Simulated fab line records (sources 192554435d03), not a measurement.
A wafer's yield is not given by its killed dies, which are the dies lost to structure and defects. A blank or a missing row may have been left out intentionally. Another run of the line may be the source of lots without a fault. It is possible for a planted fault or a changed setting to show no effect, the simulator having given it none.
Split-lot trial -- flow n5-finfet -- on a route of 1938 steps: 7 lots, 21 wafers read

ABOUT THE SPLIT
At N5_BEOL_M1_EXPOSE_25 (exposes mask V0, defocus 5 nm, target cd 24 nm), the setting dose-mj was moved away from the recipe's 63 on 6 of the 21 wafers read, by -4.3% to +6.1%. All remaining wafers had this setting at the recipe value.

FROM THE SPLIT TO THE READING: what the file shows between them, 4 steps
- N5_BEOL_M1_PEB_26: peb time 60 s
- N5_BEOL_M1_DEVELOP_27: develop time 30 s
- N5_BEOL_M1_STRIP_71: strips in N2/H2
- N5_BEOL_M1_STRIP_78: strips in N2/H2

THE READING
BEOL_M1.cd-nm (the simulator's own value, which no gauge read), in nm, at N5_BEOL_M1_VIA_ETCH_34 (etches the open film in C4F6/O2, target depth 67.8 nm, time 64.4 s). The file gives no usual value for it. Across the 15 wafers here that went through the recipe, the average is 18.0 nm and the standard deviation 0.15 nm.

wafer,"tool, chamber at the split",dose-mj as run,against the recipe,"BEOL_M1.cd-nm, nm",against lot-mates on the recipe
L076.1,"euv-scanner-02, 0",63,recipe,18,-
L076.2,"euv-scanner-02, 0",60.26,-4.3%,17,-1.1
L076.4,"euv-scanner-02, 0",63,recipe,18.2,-
L083.1,"euv-scanner-01, 0",63,recipe,17.8,-
L083.3,"euv-scanner-01, 0",63,recipe,18,-
L083.4,"euv-scanner-01, 0",63,recipe,18,-
L088.3,"euv-scanner-02, 0",66.84,+6.1%,19.4,+1.4
L088.5,"euv-scanner-02, 0",66.84,+6.1%,19.2,+1.2
L088.6,"euv-scanner-02, 0",63,recipe,18,-
L090.1,"euv-scanner-01, 0",63,recipe,18,-
L090.4,"euv-scanner-01, 0",63,recipe,18,-
L090.3,"euv-scanner-01, 0",63,recipe,17.8,-
L089.1,"euv-scanner-01, 0",63,recipe,18,-
L089.2,"euv-scanner-01, 0",63,recipe,18,-
L089.5,"euv-scanner-01, 0",63,recipe,18.2,-
L093.1,"euv-scanner-01, 0",65.61,+4.1%,18.8,no lot-mate on the recipe
L093.3,"euv-scanner-01, 0",65.61,+4.1%,19,no lot-mate on the recipe
L093.5,"euv-scanner-01, 0",65.61,+4.1%,19,no lot-mate on the recipe
L096.1,"euv-scanner-02, 0",63,recipe,18,-
L096.2,"euv-scanner-02, 0",63,recipe,18.2,-
L096.3,"euv-scanner-02, 0",63,recipe,18.4,-

FIT RESULTS
A straight line over all 21 wafers: BEOL_M1.cd-nm changes by +0.216 nm for each +1% of dose-mj; r = +0.97; the points scatter about the line by 0.14 nm.
The same after taking each lot's own level away (the mean of its wafers on the recipe; 18 wafers): +0.222 nm for each +1%; r = +0.98; scatter 0.12 nm.
The reading moves by 1.4 nm for the largest change in dose-mj, on that fit.
The span of the lots' own levels, 17.93 to 18.20 nm, comes to 1.8 times the standard deviation stated above.
Consequently the slope shifts little with the lot-to-lot level, the two slopes agreeing.
Check: with one of the wafers moved furthest among these (+6.1%) left out of the fit, the line predicts +1.3 nm for it against its lot-mates. Against them it came out at +1.4 nm.

THESE WAFERS: OTHER SPLITS
Before the reading, these wafers also passed through other splits. Each is held against what the fit with the lots' levels taken away leaves over:
other split on the same wafers,wafers away from the commonest value,r with BEOL_M1.cd-nm (lot level and that fit taken away)
N5_BEOL_M0_CUTY_EXPOSE_54 dose-mj,9,-0.52
N5_BEOL_M0_CUTY_ETCH_63 time-s,9,-0.07

THE FILE'S OWN FIT
BEOL_M1.cd-nm changes by +0.227 nm for each +1% of dose-mj, r = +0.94.
